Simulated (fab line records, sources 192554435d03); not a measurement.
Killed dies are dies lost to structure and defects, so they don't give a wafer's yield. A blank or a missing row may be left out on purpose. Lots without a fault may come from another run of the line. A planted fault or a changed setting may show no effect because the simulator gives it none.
Problem report in the 8D (eight disciplines) form, filled by code | flow n5_finfet | the parts of the form that need people (team, actions taken, sign-off) are left out

1. THE PROBLEM
killed_at_front_end at N5_PASSIVATION_PROBE_49 reads a mean of 179 on 6 wafers of 2 lots; wafers without a fault read 42 with a standard deviation of 12. That is +11 standard deviations from the usual mean.
First seen on wafer L445.2, day 16 16:52, on prober-01. The record holds 6 wafers of 2 lots with a number at this step. Rule for "out", or "out of limits": more than 4 standard deviations from the usual mean. The other wafers with a number count as sound.

2. WHAT IT IS AND WHAT IT IS NOT
question                    | is                                                                                                       | is not
which readings at this step | killed_at_front_end, defect_limited_yield, killed_dies, sort_bin_5_function, sort_n_pass, sort_yield_pct | killed_at_M4_up, killed_at_contacts, killed_at_other, killed_short
which lots                  | L443, L445                                                                                               | -
which wafers of those lots  | all that have a number                                                                                   | -
read on which tools         | prober-01                                                                                                | -
when                        | from day 16 16:52                                                                                        | up to then (0 sound wafers)

3. SUSPECTS, AND WHAT RULES EACH OUT
Counting: a tool at a process step up to the reading stays a suspect if it ran every lot that is out and no sound lot after the first of them.
- remote_plasma-01 at N5_ILD0_PRECLEAN_10 (cleans in NF3:NH3, afs cycles 5, time 20 s, sublimation time 60 s): kept. It ran every lot that is out, first L443 (day 7 23:50), and no sound lot after that.
- rie_diel-02 at N5_PASSIVATION_PASS_ETCH_47 (etches SiNx in CF4/O2, target depth 770 nm, time 385 s): kept. It ran every lot that is out, first L445 (day 16 13:03), and no sound lot after that.
- prober-01 at N5_PASSIVATION_PROBE_49: kept. It ran every lot that is out, first L445 (day 16 16:52), and no sound lot after that. Its own readings are out on those wafers: defect_limited_yield, killed_at_front_end, killed_dies, sort_bin_5_function, sort_n_pass, sort_yield_pct.
Left after counting: remote_plasma-01 at N5_ILD0_PRECLEAN_10, rie_diel-02 at N5_PASSIVATION_PASS_ETCH_47, prober-01 at N5_PASSIVATION_PROBE_49.

4. THE CAUSE (what the simulator had put in)
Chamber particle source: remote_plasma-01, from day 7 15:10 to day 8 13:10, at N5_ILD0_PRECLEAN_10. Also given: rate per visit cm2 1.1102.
Counting left 3 suspects, and this tool is among them.

5. THE CHAIN OF EFFECTS, in route order
Each row: a reading whose mean over the struck wafers that have a number lies more than 3 standard deviations from the usual. Only readings for which the record gives a usual standard deviation are gone through. hours: the time from each lot's start at the first step in this table that gives one to its start at this step, as a median over the lots. sigmas: the change in usual standard deviations.
hours | step                    | reading              | usual  | on struck wafers | change | sigmas
0     | N5_PASSIVATION_PROBE_49 | defect_limited_yield | 90.9 % | 80.3             | -10.6  | -7.0
0     | N5_PASSIVATION_PROBE_49 | killed_at_front_end  | 42     | 179              | +137   | +11
0     | N5_PASSIVATION_PROBE_49 | killed_dies          | 107    | 232              | +125   | +6.9
0     | N5_PASSIVATION_PROBE_49 | sort_bin_5_function  | 5.3 %  | 12.2             | +6.9   | +6.3
0     | N5_PASSIVATION_PROBE_49 | sort_n_pass          | 1073   | 948              | -125   | -6.9
0     | N5_PASSIVATION_PROBE_49 | sort_yield_pct       | 90.9 % | 80.3             | -10.6  | -7.0
The process steps in it:
- N5_PASSIVATION_PROBE_49

6. WHAT WOULD HAVE CAUGHT IT SOONER
In this record the first reading out of limits was taken at day 16 16:52, 218 hours after the fault began at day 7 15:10.
Of the tool readings at N5_ILD0_PRECLEAN_10 for which the record gives a usual standard deviation, none was out on any struck wafer, so an alarm limit of 4 standard deviations on them would not have fired.
All the lots that are out (2) had begun N5_ILD0_PRECLEAN_10 on remote_plasma-01 by day 16 16:52. A hold on the tool at that time would have spared none of them.
